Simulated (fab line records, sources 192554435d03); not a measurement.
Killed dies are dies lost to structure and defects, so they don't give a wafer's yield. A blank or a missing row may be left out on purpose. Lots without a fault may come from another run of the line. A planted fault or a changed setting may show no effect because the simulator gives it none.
A struck lot beside a sound one | flow n5_finfet | 21 steps out of a route of 1938
Sound: wafers L677.2, L677.3, L677.6. Struck: wafers L691.2, L691.3, L691.5. The cause comes at the end.
At each step with rows: each side's tool, then ch and its chambers, then its first start. Under that, the readings that differ: sound wafers | struck wafers | difference of the means | sigmas: that difference in standard deviations of wafers without a fault.
alike: readings whose means differ by less than 2 such deviations, and words and numbers that are the same on both sides. not compared: withheld readings, readings that some wafer has no value for, bounds like >300 that may hide the same value, and numbers for which the record gives no deviation and whose values overlap.
The two part at a step that has a row with sigmas, a row that says differs or no value, or rows on one side only. Numbers that don't overlap but have no deviation are shown without sigmas and don't part them. A reading that every wafer of one side lacks parts them only if that side has two wafers or more.

first, 8 steps without rows for these wafers: N5_BEOL_M12_COAT_58 (time 60 s, resist thk 89 nm); N5_BEOL_M12_COAT_04 (resist thk 400 nm); N5_BEOL_M12_EBR_06; N5_BEOL_M12_SOFTBAKE_05 (time 60 s); N5_BEOL_M12_EXPOSE_07 (exposes mask V11); N5_BEOL_M12_PEB_08 (peb time 90 s); N5_BEOL_M12_DEVELOP_09 (develop time 45 s); N5_BEOL_M12_HARDBAKE_14 (time 120 s).
N5_BEOL_M12_CD_MEAS_10: target cd 140 nm.
  sound on cd_sem-01 ch 0, day 10 19:15; struck on cd_sem-01 ch 0, day 14 14:02
  alike: cd_nm
N5_BEOL_M12_OVL_MEAS_11:
  sound on overlay-02 ch 0, day 10 19:17; struck on overlay-01 ch 0, day 14 14:04
  alike: V11_OVL
N5_BEOL_M12_INSPECT_12: inspects for defects (macro).
  sound on defect_inspect-01, day 10 19:18; struck on defect_inspect-01, day 14 14:05
  alike: raw_defect_count
N5_BEOL_M12_DESCUM_15: chemistry O2, time 7.9 s.
  sound on rie_diel-06 ch 1,2, day 10 19:20; struck on rie_diel-01 ch 0,1, day 14 14:07
  reading               | sound          | struck         | difference | sigmas
  oes_product_au (a.u.) | 0.69 0.82 0.69 | 0.95 0.91 0.90 | +0.19      | +2
  alike: drypump_motor_current_A, rf_fwd_power_W, rf_vpp_V, showerhead_plenum_p_Torr, throttle_valve_pct
  not compared: rf_hours_counter_h
N5_BEOL_M12_ETCH_59: etches BARC in N2/H2, target depth 89 nm, overetch 26.7 nm, time 67.9 s.
  sound on rie_diel-06 ch 1,2, day 10 19:22; struck on rie_diel-01 ch 0,1, day 14 14:10
  reading                                    | sound          | struck          | difference | sigmas
  oes_product_au (a.u.)                      | 0.60 0.72 0.60 | 0.80 0.77 0.77  | +0.14      | +2
  model.coat_of_BEOL_M12_COAT_04.thk_nm (nm) | 320 318 319.4  | 271.6 271 270.8 | -48.0      |
  alike: drypump_motor_current_A, rf_fwd_power_W, rf_vpp_V, showerhead_plenum_p_Torr, throttle_valve_pct
  not compared: rf_hours_counter_h
N5_BEOL_M12_VIA_ETCH_16: etches SiOC in C4F8/O2/Ar, target depth 724.8 nm.
  sound on rie_diel-06 ch 1,2, day 10 19:25; struck on rie_diel-01 ch 0,1, day 14 14:13
  reading                                    | sound             | struck         | difference | sigmas
  oes_product_au (a.u.)                      | 0.63 0.77 0.64    | 0.84 0.81 0.82 | +0.14      | +2
  model.coat_of_BEOL_M12_COAT_04.thk_nm (nm) | 125.6 121.8 120.4 | 76.2 79 70.6   | -47.3      |
  alike: drypump_motor_current_A, rf_fwd_power_W, rf_vpp_V, showerhead_plenum_p_Torr, throttle_valve_pct
N5_BEOL_M12_STRIP_63: strips in N2/H2.
  sound on plasma_asher-01 ch 0,1, day 10 19:37; struck on plasma_asher-02 ch 0,1, day 14 14:25
  reading                      | sound             | struck            | difference | sigmas
  drypump_motor_current_A (A)  | 5.1 4.7 4.7       | 5.7 6.0 5.7       | +1.0       | +2
  oes_product_au (a.u.)        | 0.691 0.694 0.682 | 0.679 0.674 0.667 | -0.016     | -3
  strip_time_to_endpoint_s (s) | 43.2 42.2 41.8    | 29.5 30.3 27.8    | -13.2      | -17
  alike: heater_power_w
  not compared: rf_hours_counter_h
N5_BEOL_M12_STRIP_64: strips in N2/H2.
  sound on plasma_asher-01 ch 0,1, day 10 19:41; struck on plasma_asher-02 ch 0,1, day 14 14:28
  reading                      | sound             | struck            | difference | sigmas
  drypump_motor_current_A (A)  | 5.1 4.7 4.7       | 5.7 6.0 5.7       | +1.0       | +2
  strip_time_to_endpoint_s (s) | 31.49 31.42 31.49 | 31.32 31.28 31.28 | -0.17      | -2
  alike: heater_power_w, oes_product_au
  not compared: rf_hours_counter_h
then, 2 steps without rows for these wafers: N5_BEOL_M12_STRIP_71 (strips in post etch residue remover, time 60 s); N5_BEOL_M12_SRD_72 (time 30 s, dry time 30 s).
N5_BEOL_M12_CD_MEAS_17: target cd 140 nm.
  sound on cd_sem-02, day 10 19:50; struck on cd_sem-03, day 14 14:37
  reading    | sound             | struck            | difference | sigmas
  cd_nm (nm) | 140.4 140.4 139.7 | 149.7 151.7 152.6 | +11.2      | +7
then, 1 step without rows for these wafers: N5_BEOL_M12_COAT_65 (time 60 s, resist thk 300 nm).
N5_PASSIVATION_PROBE_49:
  the record has rows for the struck wafers here (prober-01, day 16 05:00) and none for the sound ones

WHERE THEY PART
First at N5_BEOL_M12_DESCUM_15; last, within this record, at N5_PASSIVATION_PROBE_49.

WHY: what the simulator had put in
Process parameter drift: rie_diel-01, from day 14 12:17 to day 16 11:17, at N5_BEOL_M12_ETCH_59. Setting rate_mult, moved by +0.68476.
